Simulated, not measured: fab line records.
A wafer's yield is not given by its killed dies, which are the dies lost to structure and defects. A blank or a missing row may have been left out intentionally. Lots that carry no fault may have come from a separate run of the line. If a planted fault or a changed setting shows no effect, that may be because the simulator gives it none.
fab line records + flow n5Finfet
record
- lots=6
- wafers=18
- lastDay=18
route steps=1938 shown BEOL_M0_SAQP@634 BEOL_M4@1111
lots that met no fault: taken from a fault-free run of the same line
startH: hours from the record's opening day to when the first of the lot's shown wafers began + waitH: how many hours have passed since the lot's step before this one + " identical to the entry in the row above + L1.1+2: several wafers, shown together as one row + - no value, or no start given + * or withheld: withheld + < > ~ a bound
route shown NAME@n: a module of which the file shows steps, and the number in the route of the first + usual: mean/standard deviation of fault-free wafers + same: alike in all rows + chamber/n: place in a boat + sites: the reading at each site + _std_site: the values' standard deviation + _edge_site: mean of outer sites minus mean of inner sites + radiusMm: for every site, how far away it sits from the centre of the wafer + mask NAME#n: copy n + behind: the most recent tool/chamber to have shaped the wafer + hold: why the lot went on hold/how many hours it stayed there/how the hold came to an end + device: the transistor (n, p or np) that didn't switch + end of line: the tests these same wafers got at the end of their route + a step with no rows: only its recipe + killed: count of dies lost to structure and defects at first sort (not the wafer's yield) + map: per-die view of a wafer (x killed, . not killed, _ where there is no die)
set.NAME: the run value of the setting; set.NAME@STEP: its run value at that earlier step + model.NAME: the simulator's own value behind a step, which no gauge read
lots at selected steps of the route; one table per step, one row per wafer
services: from which hour (startH, from the record's first day; less than 0 if before it) a tool's chamber was out of use, for how many hours, and why
## steps
# step N5_BEOL_M0_SAQP_HM_DEP_02
# recipe
- material=TiN
- targetThkA=120
- tempC=25
- chamberPressurePa=0.49996
# usual
- substrateTempC=25.00/0.11
- throttleValvePct=29.9/1.2
| lot.wafer | tool          | chamber | startH | waitH | substrateTempC | throttleValvePct |
|-----------|---------------|---------|--------|-------|----------------|------------------|
| L232.1    | pvdSputter-01 | -       | 123.42 | 0.1   | 24.94          | 31.4             |
| L232.5    | "             | -       | "      | "     | 25.00          | 31.7             |
| L232.6    | "             | -       | "      | "     | 24.97          | 31.6             |
| L234.1    | pvdSputter-03 | -       | 137.52 | 1.5   | 25.07          | 29.4             |
| L234.4    | "             | -       | "      | "     | 24.72          | 29.9             |
| L234.6    | "             | -       | "      | "     | 25.12          | 29.4             |
| L243.1    | pvdSputter-02 | -       | 198.32 | 2.4   | 25.20          | 29.3             |
| L243.2    | "             | -       | "      | "     | 24.83          | 28.2             |
| L243.4    | "             | -       | "      | "     | 25.05          | 30.5             |
| L244.1    | pvdSputter-02 | -       | 199.42 | 0.5   | 24.92          | 28.1             |
| L244.4    | "             | -       | "      | "     | 24.89          | 30.3             |
| L244.6    | "             | -       | "      | "     | 25.08          | 28.3             |
| L248.2    | pvdSputter-01 | -       | 221.40 | 0.7   | 24.85          | 30.5             |
| L248.4    | "             | -       | "      | "     | 24.93          | 31.6             |
| L248.6    | "             | -       | "      | "     | 24.76          | 31.3             |
| L249.1    | pvdSputter-03 | -       | 231.14 | 0.8   | 24.87          | 30.3             |
| L249.2    | "             | -       | "      | "     | 25.30          | 28.3             |
| L249.4    | "             | -       | "      | "     | 25.07          | 30.1             |
# step N5_BEOL_M0_SAQP_PECVD_03
# recipe
- material=SiCN
- targetThkA=120
- tempC=withheld
- precursor=3MS/NH3
- pressureTorr=3
- rfW=202
- timeS=21.1
# step N5_BEOL_M0_SAQP_PECVD_96
# recipe
- material=a-Si
- targetThkA=450
- tempC=350
- precursor=SiH4/He
- pressureTorr=3
- rfW=100
- timeS=45.2
# usual
- heaterPowerW=697/85
- rfFwdPowerW=99.1/0.42
- showerheadPlenumPTorr=5.69/0.069
- throttleValvePct=18.7/1.9
| lot.wafer | tool     | chamber | startH | waitH | heaterPowerW | rfFwdPowerW | showerheadPlenumPTorr | throttleValvePct |
|-----------|----------|---------|--------|-------|--------------|-------------|-----------------------|------------------|
| L232.1    | pecvd-03 | 1       | 123.57 | 0.0   | 697          | 99.6        | 5.77                  | 19.4             |
| L232.5    | "        | 2       | "      | "     | 809          | 99.1        | 5.74                  | 16.4             |
| L232.6    | "        | 0       | "      | "     | 705          | 99.2        | 5.63                  | 22.3             |
| L234.1    | pecvd-02 | 0       | 137.67 | 0.0   | 650          | 98.6        | 5.58                  | 17.0             |
| L234.4    | "        | 2       | "      | "     | 874          | 99.0        | 5.60                  | 19.9             |
| L234.6    | "        | 1       | "      | "     | 602          | 98.4        | 5.68                  | 18.7             |
| L243.1    | pecvd-03 | 0       | 198.47 | 0.0   | 702          | 99.4        | 5.65                  | 22.2             |
| L243.2    | "        | 2       | "      | "     | 726          | 98.4        | 5.76                  | 16.2             |
| L243.4    | "        | 1       | "      | "     | 744          | 99.4        | 5.77                  | 19.1             |
| L244.1    | pecvd-02 | 1       | 199.58 | 0.0   | 556          | 98.4        | 5.68                  | 18.5             |
| L244.4    | "        | 2       | "      | "     | 813          | 99.4        | 5.57                  | 19.5             |
| L244.6    | "        | 2       | "      | "     | 829          | 99.4        | 5.60                  | 19.9             |
| L248.2    | pecvd-01 | 1       | 221.56 | 0.0   | 548          | 98.7        | 5.74                  | 18.6             |
| L248.4    | "        | 1       | "      | "     | 540          | 99.6        | 5.75                  | 18.4             |
| L248.6    | "        | 2       | "      | "     | 753          | 99.1        | 5.64                  | 17.0             |
| L249.1    | pecvd-03 | 2       | 231.29 | 0.0   | 713          | 98.8        | 5.73                  | 16.3             |
| L249.2    | "        | 1       | "      | "     | 675          | 99.8        | 5.76                  | 19.1             |
| L249.4    | "        | 0       | "      | "     | 704          | 99.3        | 5.63                  | 22.2             |
# step N5_BEOL_M0_SAQP_PECVD_97
# recipe
- material=SiNx
- targetThkA=230
- tempC=350
- precursor=SiH4/NH3/N2
- pressureTorr=1.5
- rfW=300
- timeS=19.9
# usual
- heaterPowerW=624/87
- rfFwdPowerW=296.8/1.6
- showerheadPlenumPTorr=5.18/0.093
- throttleValvePct=41/4.3
| lot.wafer | tool     | chamber | startH | waitH | heaterPowerW | rfFwdPowerW | showerheadPlenumPTorr | throttleValvePct |
|-----------|----------|---------|--------|-------|--------------|-------------|-----------------------|------------------|
| L232.1    | pecvd-03 | 1       | 123.61 | 0.0   | 621          | 300.1       | 5.26                  | 42               |
| L232.5    | "        | 2       | "      | "     | 627          | 297.6       | 5.25                  | 36               |
| L232.6    | "        | 0       | "      | "     | 610          | 298.1       | 5.10                  | 48               |
| L234.1    | pecvd-02 | 0       | 137.71 | 0.0   | 553          | 294.8       | 5.01                  | 37               |
| L234.4    | "        | 2       | "      | "     | 704          | 295.0       | 5.04                  | 43               |
| L234.6    | "        | 1       | "      | "     | 497          | 291.6       | 5.18                  | 41               |
| L243.1    | pecvd-03 | 0       | 198.51 | 0.0   | 604          | 298.1       | 5.10                  | 49               |
| L243.2    | "        | 2       | "      | "     | 733          | 298.0       | 5.24                  | 36               |
| L243.4    | "        | 1       | "      | "     | 571          | 298.7       | 5.26                  | 42               |
| L244.1    | pecvd-02 | 1       | 199.65 | 0.0   | 534          | 294.8       | 5.19                  | 41               |
| L244.4    | "        | 2       | "      | "     | 764          | 294.4       | 5.03                  | 43               |
| L244.6    | "        | 2       | "      | "     | 770          | 296.1       | 5.04                  | 43               |
| L248.2    | pecvd-01 | 1       | 221.63 | 0.0   | 502          | 297.1       | 5.23                  | 40               |
| L248.4    | "        | 1       | "      | "     | 503          | 297.6       | 5.24                  | 40               |
| L248.6    | "        | 2       | "      | "     | 718          | 296.7       | 5.12                  | 38               |
| L249.1    | pecvd-03 | 2       | 231.34 | 0.0   | 714          | 296.4       | 5.25                  | 36               |
| L249.2    | "        | 1       | "      | "     | 604          | 298.2       | 5.27                  | 42               |
| L249.4    | "        | 0       | "      | "     | 619          | 298.1       | 5.09                  | 49               |
# step N5_BEOL_M0_SAQP_PECVD_04
# recipe
- material=a-Si
- targetThkA=600
- tempC=350
- precursor=SiH4/He
- pressureTorr=3
- rfW=100
- timeS=60.2
# usual
- heaterPowerW=700/88
- rfFwdPowerW=99.4/0.35
- showerheadPlenumPTorr=5.69/0.069
- throttleValvePct=18.7/1.9
| lot.wafer | tool     | chamber | startH | waitH | heaterPowerW | rfFwdPowerW | showerheadPlenumPTorr | throttleValvePct |
|-----------|----------|---------|--------|-------|--------------|-------------|-----------------------|------------------|
| L232.1    | pecvd-03 | 1       | 123.65 | 0.0   | 663          | 99.1        | 5.77                  | 19.1             |
| L232.5    | "        | 2       | "      | "     | 801          | 99.3        | 5.75                  | 16.3             |
| L232.6    | "        | 0       | "      | "     | 693          | 99.6        | 5.65                  | 22.0             |
| L234.1    | pecvd-02 | 0       | 137.75 | 0.0   | 657          | 99.7        | 5.57                  | 16.7             |
| L234.4    | "        | 2       | "      | "     | 801          | 99.4        | 5.61                  | 19.7             |
| L234.6    | "        | 1       | "      | "     | 627          | 99.4        | 5.70                  | 18.4             |
| L243.1    | pecvd-03 | 0       | 198.55 | 0.0   | 707          | 100.2       | 5.63                  | 22.1             |
| L243.2    | "        | 2       | "      | "     | 827          | 99.3        | 5.75                  | 16.4             |
| L243.4    | "        | 1       | "      | "     | 699          | 99.6        | 5.75                  | 19.2             |
| L244.1    | pecvd-02 | 1       | 199.71 | 0.0   | 554          | 99.2        | 5.70                  | 18.3             |
| L244.4    | "        | 2       | "      | "     | 822          | 99.2        | 5.58                  | 19.6             |
| L244.6    | "        | 2       | "      | "     | 786          | 99.3        | 5.59                  | 19.7             |
| L248.2    | pecvd-01 | 1       | 221.69 | 0.0   | 570          | 98.7        | 5.75                  | 18.1             |
| L248.4    | "        | 1       | "      | "     | 483          | 99.4        | 5.73                  | 18.0             |
| L248.6    | "        | 2       | "      | "     | 812          | 99.2        | 5.66                  | 17.1             |
| L249.1    | pecvd-03 | 2       | 231.38 | 0.0   | 831          | 99.3        | 5.74                  | 16.3             |
| L249.2    | "        | 1       | "      | "     | 735          | 100.2       | 5.76                  | 19.2             |
| L249.4    | "        | 0       | "      | "     | 615          | 99.6        | 5.64                  | 22.0             |
# step N5_BEOL_M0_SAQP_THK_MEAS_05
# usual
- thkNm=59.9/0.8
| lot.wafer | tool         | chamber | startH | waitH | thkNm |
|-----------|--------------|---------|--------|-------|-------|
| L232.1    | filmMetro-02 | -       | 123.75 | 0.1   | 58.5  |
| L232.5    | "            | -       | "      | "     | 60.2  |
| L232.6    | "            | -       | "      | "     | 60.4  |
| L234.1    | filmMetro-02 | -       | 137.85 | 0.1   | 60.0  |
| L234.4    | "            | -       | "      | "     | 60.2  |
| L234.6    | "            | -       | "      | "     | 60.3  |
| L243.1    | filmMetro-01 | -       | 198.65 | 0.1   | 59.5  |
| L243.2    | "            | -       | "      | "     | 59.8  |
| L243.4    | "            | -       | "      | "     | 59.9  |
| L244.1    | filmMetro-02 | -       | 199.84 | 0.1   | 60.1  |
| L244.4    | "            | -       | "      | "     | 61.1  |
| L244.6    | "            | -       | "      | "     | 60.2  |
| L248.2    | filmMetro-02 | -       | 221.82 | 0.1   | 59.6  |
| L248.4    | "            | -       | "      | "     | 60.9  |
| L248.6    | "            | -       | "      | "     | 60.2  |
| L249.1    | filmMetro-01 | -       | 231.47 | 0.1   | 59.6  |
| L249.2    | "            | -       | "      | "     | 58.8  |
| L249.4    | "            | -       | "      | "     | 59.5  |
# step N5_BEOL_M0_SAQP_HM_DEP_111
# recipe
- material=SiO2
- targetThkA=120
- tempC=400
- precursor=SiH4/N2O
- pressureTorr=0.75
- rfW=275
- timeS=7.2
# usual
- heaterPowerW=874/140
- rfFwdPowerW=272.6/1.1
- showerheadPlenumPTorr=8.19/0.19
| lot.wafer | tool     | chamber | startH | waitH | heaterPowerW | rfFwdPowerW | showerheadPlenumPTorr |
|-----------|----------|---------|--------|-------|--------------|-------------|-----------------------|
| L232.1    | pecvd-01 | 0       | 123.78 | 0.0   | 870          | 271.6       | 8.40                  |
| L232.5    | "        | 0       | "      | "     | 861          | 272.0       | 8.43                  |
| L232.6    | "        | 1       | "      | "     | 711          | 273.3       | 8.34                  |
| L234.1    | pecvd-03 | 0       | 137.88 | 0.0   | 866          | 273.8       | 8.05                  |
| L234.4    | "        | 0       | "      | "     | 874          | 272.6       | 8.06                  |
| L234.6    | "        | 2       | "      | "     | 1007         | 271.3       | 8.37                  |
| L243.1    | pecvd-02 | 1       | 198.69 | 0.0   | 643          | 271.9       | 8.21                  |
| L243.2    | "        | 2       | "      | "     | 1026         | 270.8       | 7.92                  |
| L243.4    | "        | 1       | "      | "     | 648          | 271.7       | 8.23                  |
| L244.1    | pecvd-03 | 1       | 199.88 | 0.0   | 816          | 274.8       | 8.40                  |
| L244.4    | "        | 0       | "      | "     | 891          | 273.8       | 8.05                  |
| L244.6    | "        | 1       | "      | "     | 801          | 272.9       | 8.44                  |
| L248.2    | pecvd-03 | 2       | 221.85 | 0.0   | 948          | 272.2       | 8.38                  |
| L248.4    | "        | 2       | "      | "     | 976          | 273.2       | 8.39                  |
| L248.6    | "        | 1       | "      | "     | 875          | 273.4       | 8.42                  |
| L249.1    | pecvd-01 | 1       | 231.51 | 0.0   | 655          | 272.6       | 8.31                  |
| L249.2    | "        | 2       | "      | "     | 982          | 273.6       | 8.10                  |
| L249.4    | "        | 0       | "      | "     | 855          | 272.1       | 8.40                  |
# step N5_BEOL_M0_SAQP_COAT_81
# recipe
- resist=SOC
- tempC=250
- timeS=60
- spinRpm=1500
- resistThkNm=100
# step N5_BEOL_M0_SAQP_COAT_82
# recipe
- resist=SiARC
- tempC=220
- timeS=60
- spinRpm=1500
- resistThkNm=30
# step N5_BEOL_M0_SAQP_COAT_08
# recipe
- resist=CAR-ArF
- spinRpm=1500
- resistThkNm=90
# step N5_BEOL_M0_SAQP_EBR_10
# recipe
- solvent=PGMEA
- ebrWidthMm=1.5
# step N5_BEOL_M0_SAQP_SOFTBAKE_09
# recipe
- tempC=110
- timeS=60
- resist=CAR-ArF
# step N5_BEOL_M0_SAQP_EXPOSE_11
# recipe
- maskId=M0_CORE
- na=1.35
- sourceShape=dipole
- sigmaInner=0.538
- sigmaOuter=0.738
- polarization=te
- targetCdNm=42
- doseMj=55
| lot.wafer  | tool           | chamber | startH | waitH | mask      | model.BEOL_M0_SAQP.overlayXNm |
|------------|----------------|---------|--------|-------|-----------|-------------------------------|
| L232.1+5+6 | arfiScanner-02 | 0       | 124.10 | -     | M0_CORE#0 | 0                             |
| L234.1+4+6 | arfiScanner-01 | 0       | 138.20 | -     | M0_CORE#0 | -0.2                          |
| L243.1+2+4 | arfiScanner-02 | 0       | 198.91 | -     | M0_CORE#0 | 13.4                          |
| L244.1+4+6 | arfiScanner-02 | 0       | 200.07 | -     | M0_CORE#0 | 13                            |
| L248.2+4+6 | arfiScanner-01 | 0       | 222.05 | -     | M0_CORE#0 | 0                             |
| L249.1+2+4 | arfiScanner-03 | 0       | 231.83 | -     | M0_CORE#0 | 0.6                           |
# step N5_BEOL_M0_SAQP_PEB_12
# recipe
- pebTempC=withheld
- pebTimeS=60
- resist=CAR-ArF
# step N5_BEOL_M0_SAQP_DEVELOP_13
# recipe
- developTimeS=30
- developer=TMAH
- resist=CAR-ArF
- devTempC=23
- rinseLiquid=diw
- dry=airSpin
# step N5_BEOL_M0_SAQP_CD_MEAS_14
# recipe
- targetCdNm=42.5
- landingEnergyEv=500
- detector=seInlens
# usual
- cdNm=42.6/0.32
| lot.wafer | tool     | chamber | startH | waitH | cdNm |
|-----------|----------|---------|--------|-------|------|
| L232.1    | cdSem-01 | 0       | 124.23 | -     | 42.5 |
| L232.5    | "        | 0       | "      | "     | 42.6 |
| L232.6    | "        | 0       | "      | "     | 42.8 |
| L234.1    | cdSem-03 | 0       | 138.33 | -     | 43.0 |
| L234.4    | "        | 0       | "      | "     | 42.9 |
| L234.6    | "        | 0       | "      | "     | 43.2 |
| L243.1    | cdSem-03 | 0       | 199.03 | -     | 42.9 |
| L243.2    | "        | 0       | "      | "     | 42.4 |
| L243.4    | "        | 0       | "      | "     | 42.8 |
| L244.1    | cdSem-01 | 0       | 200.20 | -     | 42.7 |
| L244.4    | "        | 0       | "      | "     | 43.0 |
| L244.6    | "        | 0       | "      | "     | 42.1 |
| L248.2    | cdSem-02 | 0       | 222.18 | -     | 43.1 |
| L248.4    | "        | 0       | "      | "     | 42.5 |
| L248.6    | "        | 0       | "      | "     | 42.6 |
| L249.1    | cdSem-03 | 0       | 231.95 | -     | 42.5 |
| L249.2    | "        | 0       | "      | "     | 42.5 |
| L249.4    | "        | 0       | "      | "     | 42.3 |
# step N5_BEOL_M0_SAQP_OVL_MEAS_15
# recipe
- pointsPerWafer=44
# usual
- M0_CORE_OVL=0.2/0.69
| lot.wafer | tool       | chamber | startH | waitH | M0_CORE_OVL[nm] |
|-----------|------------|---------|--------|-------|-----------------|
| L232.1    | overlay-01 | 0       | 124.26 | 0.0   | 1.1             |
| L232.5    | "          | 0       | "      | "     | 1.2             |
| L232.6    | "          | 0       | "      | "     | 0.4             |
| L234.1    | overlay-02 | 0       | 138.36 | 0.0   | 0.7             |
| L234.4    | "          | 0       | "      | "     | 0.4             |
| L234.6    | "          | 0       | "      | "     | -0.2            |
| L243.1    | overlay-02 | 0       | 199.06 | 0.0   | 13.6            |
| L243.2    | "          | 0       | "      | "     | 13.3            |
| L243.4    | "          | 0       | "      | "     | 13.2            |
| L244.1    | overlay-01 | 0       | 200.23 | 0.0   | 13.4            |
| L244.4    | "          | 0       | "      | "     | 12.9            |
| L244.6    | "          | 0       | "      | "     | 12.3            |
| L248.2    | overlay-02 | 0       | 222.21 | 0.0   | 1.3             |
| L248.4    | "          | 0       | "      | "     | 0.1             |
| L248.6    | "          | 0       | "      | "     | 0.9             |
| L249.1    | overlay-01 | 0       | 231.98 | 0.0   | 0.2             |
| L249.2    | "          | 0       | "      | "     | 1.2             |
| L249.4    | "          | 0       | "      | "     | 1.4             |
# step N5_BEOL_M0_SAQP_INSPECT_16
# recipe
- mode=adi
- inspectInstrument=brightfield
# usual
- rawDefectCount=528/140
| lot.wafer | tool             | chamber | startH | waitH | rawDefectCount |
|-----------|------------------|---------|--------|-------|----------------|
| L232.1    | defectInspect-02 | -       | 124.28 | 0.0   | 567            |
| L232.5    | "                | -       | "      | "     | 613            |
| L232.6    | "                | -       | "      | "     | 321            |
| L234.1    | defectInspect-02 | -       | 138.38 | 0.0   | 422            |
| L234.4    | "                | -       | "      | "     | 435            |
| L234.6    | "                | -       | "      | "     | 405            |
| L243.1    | defectInspect-01 | -       | 199.09 | 0.0   | 491            |
| L243.2    | "                | -       | "      | "     | 491            |
| L243.4    | "                | -       | "      | "     | 396            |
| L244.1    | defectInspect-01 | -       | 200.25 | 0.0   | 440            |
| L244.4    | "                | -       | "      | "     | 405            |
| L244.6    | "                | -       | "      | "     | 390            |
| L248.2    | defectInspect-01 | -       | 222.23 | 0.0   | 380            |
| L248.4    | "                | -       | "      | "     | 411            |
| L248.6    | "                | -       | "      | "     | 538            |
| L249.1    | defectInspect-01 | -       | 232.01 | 0.0   | 386            |
| L249.2    | "                | -       | "      | "     | 455            |
| L249.4    | "                | -       | "      | "     | 517            |
# step N5_BEOL_M4_RC_MEAS_101
# usual
- DIBL_N=36.0/2.2
- DIBL_P=36.2/2.4
- IOFF_N=0.16/0.035
- IOFF_P=0.21/0.037
- ION_N=672/13
- ION_P=461/7
- SS_N=71.4/0.69
- SS_P=73.2/0.75
- VT_N=250/3.4
- VT_P=-251/3
| lot.wafer | tool      | chamber | startH | waitH | DIBL_N[mV/V] | DIBL_P[mV/V] | IOFF_N[nA/um] | IOFF_P[nA/um] | ION_N[uA/um] | ION_P[uA/um] | SS_N[mV/dec] | SS_P[mV/dec] | VT_N[mV] | VT_P[mV] |
|-----------|-----------|---------|--------|-------|--------------|--------------|---------------|---------------|--------------|--------------|--------------|--------------|----------|----------|
| L232.1    | prober-01 | 0       | 207.81 | 0.1   | 36.6         | 36.3         | 0.14          | 0.21          | 674          | 464          | 71.2         | 72.9         | 252      | -248     |
| L232.5    | "         | 0       | "      | "     | 34.6         | 33.4         | 0.10          | 0.17          | 655          | 461          | 70.7         | 71.9         | 259      | -250     |
| L232.6    | "         | 0       | "      | "     | 36.5         | 36.1         | 0.13          | 0.21          | 671          | 468          | 71.8         | 72.7         | 252      | -248     |
| L234.1    | prober-02 | 0       | 236.73 | 0.0   | 33.1         | 33.9         | 0.11          | 0.17          | 653          | 452          | 70.3         | 72.8         | 258      | -255     |
| L234.4    | "         | 0       | "      | "     | 36.9         | 37.4         | 0.19          | 0.23          | 678          | 466          | 72.1         | 73.7         | 248      | -249     |
| L234.6    | "         | 0       | "      | "     | 37.6         | 38.0         | 0.20          | 0.24          | 668          | 458          | 72.4         | 74.2         | 249      | -250     |
| L244.1    | prober-02 | 0       | 299.45 | 0.0   | 37.9         | 40.2         | 0.21          | 0.28          | 686          | 467          | 71.3         | 74.3         | 245      | -246     |
| L244.4    | "         | 0       | "      | "     | 34.5         | 35.1         | 0.14          | 0.20          | 656          | 456          | 71.1         | 73.0         | 249      | -252     |
| L244.6    | "         | 0       | "      | "     | 35.7         | 37.1         | 0.16          | 0.22          | 665          | 457          | 70.9         | 73.1         | 249      | -248     |
| L243.1    | prober-02 | 0       | 302.11 | 0.0   | 34.2         | 34.2         | 0.13          | 0.17          | 652          | 448          | 71.5         | 73.1         | 256      | -253     |
| L243.2    | "         | 0       | "      | "     | 35.6         | 36.1         | 0.14          | 0.20          | 653          | 454          | 71.3         | 73.6         | 252      | -253     |
| L243.4    | "         | 0       | "      | "     | 35.8         | 36.4         | 0.15          | 0.20          | 672          | 458          | 71.1         | 73.3         | 252      | -253     |
| L249.1    | prober-01 | 0       | 315.90 | 0.0   | 33.5         | 32.5         | 0.11          | 0.14          | 662          | 454          | 70.8         | 72.1         | 252      | -257     |
| L249.2    | "         | 0       | "      | "     | 39.2         | 39.1         | 0.21          | 0.23          | 693          | 468          | 72.4         | 73.8         | 244      | -250     |
| L249.4    | "         | 0       | "      | "     | 36.1         | 35.8         | 0.15          | 0.18          | 680          | 461          | 70.4         | 72.9         | 246      | -253     |
| L248.2    | prober-02 | 0       | 322.19 | 0.2   | 38.1         | 39.9         | 0.19          | 0.26          | 669          | 465          | 72.0         | 73.9         | 248      | -246     |
| L248.4    | "         | 0       | "      | "     | 35.9         | 36.5         | 0.15          | 0.20          | 660          | 451          | 71.4         | 73.1         | 253      | -252     |
| L248.6    | "         | 0       | "      | "     | 34.2         | 34.5         | 0.13          | 0.16          | 658          | 449          | 70.9         | 72.6         | 253      | -252     |
## services
| tool           | chamber | startH | hours | kind   |
|----------------|---------|--------|-------|--------|
| arfiScanner-01 | -       | 101.66 | 1.0   | pm     |
| arfiScanner-03 | -       | 105.34 | 0.8   | pm     |
| pecvd-02       | -       | 108.77 | 0.9   | repair |
| arfiScanner-02 | -       | 134.25 | 4.9   | pm     |
| arfiScanner-03 | -       | 138.88 | 1.3   | pm     |
| pvdSputter-02  | -       | 139.65 | 3.9   | repair |
| pecvd-03       | 1       | 140.91 | 3.5   | repair |
| pecvd-01       | -       | 142.64 | 2.8   | pm     |
| pvdSputter-03  | -       | 144.16 | 23.3  | repair |
| pecvd-01       | 0       | 152.59 | 28.6  | repair |
| arfiScanner-02 | -       | 158.44 | 0.8   | pm     |
| arfiScanner-03 | -       | 172.00 | 1.0   | pm     |
| arfiScanner-03 | -       | 180.04 | 2.0   | repair |
| arfiScanner-02 | -       | 181.43 | 1.0   | pm     |
| pvdSputter-02  | -       | 183.42 | 2.3   | repair |
| arfiScanner-02 | -       | 186.78 | 1.0   | pm     |
| pecvd-01       | -       | 188.11 | 1.8   | repair |
| arfiScanner-01 | -       | 191.09 | 1.3   | pm     |
| pecvd-02       | 0       | 192.78 | 19.7  | repair |
| pecvd-01       | 0       | 206.51 | 20.5  | repair |
| arfiScanner-03 | -       | 219.30 | 0.4   | repair |
| arfiScanner-02 | -       | 221.95 | 3.9   | pm     |
| arfiScanner-03 | -       | 224.18 | 3.1   | pm     |
| pecvd-03       | 0       | 225.67 | 2.2   | repair |
## key
firstSign
- step=N5_BEOL_M0_SAQP_OVL_MEAS_15
- reading=M0_CORE_OVL
- direction=up
- sigmas=19
- usual=0.2
- struck=13.1
effect none on later readings
modelEffect
- step=N5_BEOL_M0_SAQP_EXPOSE_11
- value=BEOL_M0_SAQP.overlayXNm
- without=-0.2
- struck=13.2
metAt N5_BEOL_M0_SAQP_EXPOSE_11
struckWafers L243.1,L243.2,L243.4,L244.1,L244.4,L244.6
onsetBetween 124.10 198.91
alsoFits N5_BEOL_M0_SAQP_HM_DEP_02:pvdSputter-02
fault
- kind=scannerMatchingOverlay
- tool=arfiScanner-02
- chamber=-
- onsetH=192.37
- steps=N5_BEOL_M0_SAQP_EXPOSE_11
- offset=13.393
